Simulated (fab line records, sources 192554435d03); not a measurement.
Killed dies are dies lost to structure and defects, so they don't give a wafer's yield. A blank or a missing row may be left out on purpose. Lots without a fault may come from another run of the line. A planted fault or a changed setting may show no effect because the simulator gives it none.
A struck lot beside a sound one | flow n5_finfet | 15 steps out of a route of 1938
Sound: wafers L855.3, L855.5, L855.6. Struck: wafers L865.3, L865.5, L865.6. The cause comes at the end.
At each step with rows: each side's tool, then ch and its chambers, then its first start. Under that, the readings that differ: sound wafers | struck wafers | difference of the means | sigmas: that difference in standard deviations of wafers without a fault.
alike: readings whose means differ by less than 2 such deviations, and words and numbers that are the same on both sides. not compared: withheld readings, readings that some wafer has no value for, bounds like >300 that may hide the same value, and numbers for which the record gives no deviation and whose values overlap.
The two part at a step that has a row with sigmas, a row that says differs or no value, or rows on one side only. Numbers that don't overlap but have no deviation are shown without sigmas and don't part them. A reading that every wafer of one side lacks parts them only if that side has two wafers or more.

first, 4 steps without rows for these wafers: N5_PASSIVATION_EXPOSE_07 (exposes mask TV, defocus 0 nm, target cd 3000 nm); N5_PASSIVATION_PEB_08; N5_PASSIVATION_DEVELOP_09 (develop time 60 s); N5_PASSIVATION_HARDBAKE_11 (time 120 s).
N5_PASSIVATION_CD_MEAS_10: target cd 3000 nm.
  sound on cd_sem-03 ch 0, day 12 14:05; struck on cd_sem-02 ch 0, day 14 17:02
  alike: cd_nm
N5_PASSIVATION_OVL_MEAS_60:
  sound on overlay-02 ch 0, day 12 14:07; struck on overlay-02 ch 0, day 14 17:04
  alike: TV_OVL
N5_PASSIVATION_INSPECT_61: inspects for defects (macro).
  sound on defect_inspect-01, day 12 14:08; struck on defect_inspect-02, day 14 17:05
  alike: raw_defect_count
N5_PASSIVATION_DESCUM_12: chemistry O2, time 7.9 s.
  sound on rie_diel-06 ch 1,2,3, day 12 14:10; struck on rie_diel-06 ch 2,3, day 14 17:28
  alike: drypump_motor_current_A, o2_flow_sccm, oes_product_au, rf_vpp_V, showerhead_plenum_p_Torr, throttle_valve_pct
  not compared: rf_hours_counter_h
N5_PASSIVATION_PASS_ETCH_74: etches SiNx in CF4/O2, target depth 220 nm, time 110 s.
  sound on rie_diel-06 ch 1,2,3, day 12 14:14; struck on rie_diel-06 ch 2,3, day 14 17:31
  alike: drypump_motor_current_A, oes_product_au, rf_vpp_V, showerhead_plenum_p_Torr, throttle_valve_pct
  not compared: rf_hours_counter_h
N5_PASSIVATION_VIA_ETCH_13: etches SiO2 in CHF3/O2, target depth 660 nm, time 330 s.
  sound on rie_diel-06 ch 1,2,3, day 12 14:20; struck on rie_diel-06 ch 2,3, day 14 17:37
  alike: drypump_motor_current_A, etch_rf_on_time_s, oes_product_au, rf_vpp_V, showerhead_plenum_p_Torr, throttle_valve_pct
  not compared: rf_hours_counter_h
N5_PASSIVATION_STRIP_14: strips in O2.
  sound on rie_diel-06 ch 1,2,3, day 12 14:32; struck on rie_diel-06 ch 2,3, day 14 17:49
  alike: chamber_pressure_mTorr, drypump_motor_current_A, o2_flow_sccm, oes_product_au, rf_vpp_V, showerhead_plenum_p_Torr, throttle_valve_pct
  not compared: rf_hours_counter_h
N5_PASSIVATION_ETCH_15: etches SiCN in CF4/N2, target depth 75 nm, time 81.2 s.
  sound on rie_diel-06 ch 1,2,3; struck on rie_diel-06 ch 2,3
  alike: drypump_motor_current_A, oes_product_au, rf_vpp_V, showerhead_plenum_p_Torr, throttle_valve_pct
  not compared: rf_hours_counter_h
N5_PASSIVATION_STRIP_73: strips in post etch residue remover, time 60 s.
  sound on wet_bench-04 ch 4,5,7, day 12 14:41; struck on wet_bench-03 ch 3,6,7, day 14 17:58
  no value came back on the struck wafers for run_length_s (s), temp_c (C); on the sound wafers run_length_s (s) reads 72.9 72.4 73.0
then, 1 step without rows for these wafers: N5_PASSIVATION_SRD_17 (time 30 s, dry time 30 s).
N5_PASSIVATION_PROBE_49:
  sound on prober-02, day 12 20:52; struck on prober-01, day 15 00:12
  alike: defect_limited_yield, killed_at_M0_to_M3, killed_at_M4_up, killed_at_contacts, killed_at_front_end, killed_at_other, killed_dies, killed_open, killed_short, sort_bin_5_function, sort_bin_6_memory, sort_n_pass, sort_yield_pct

WHERE THEY PART
Only at N5_PASSIVATION_STRIP_73, within this record. Later steps at which nothing parts them and some readings are alike: N5_PASSIVATION_PROBE_49.

WHY: what the simulator had put in
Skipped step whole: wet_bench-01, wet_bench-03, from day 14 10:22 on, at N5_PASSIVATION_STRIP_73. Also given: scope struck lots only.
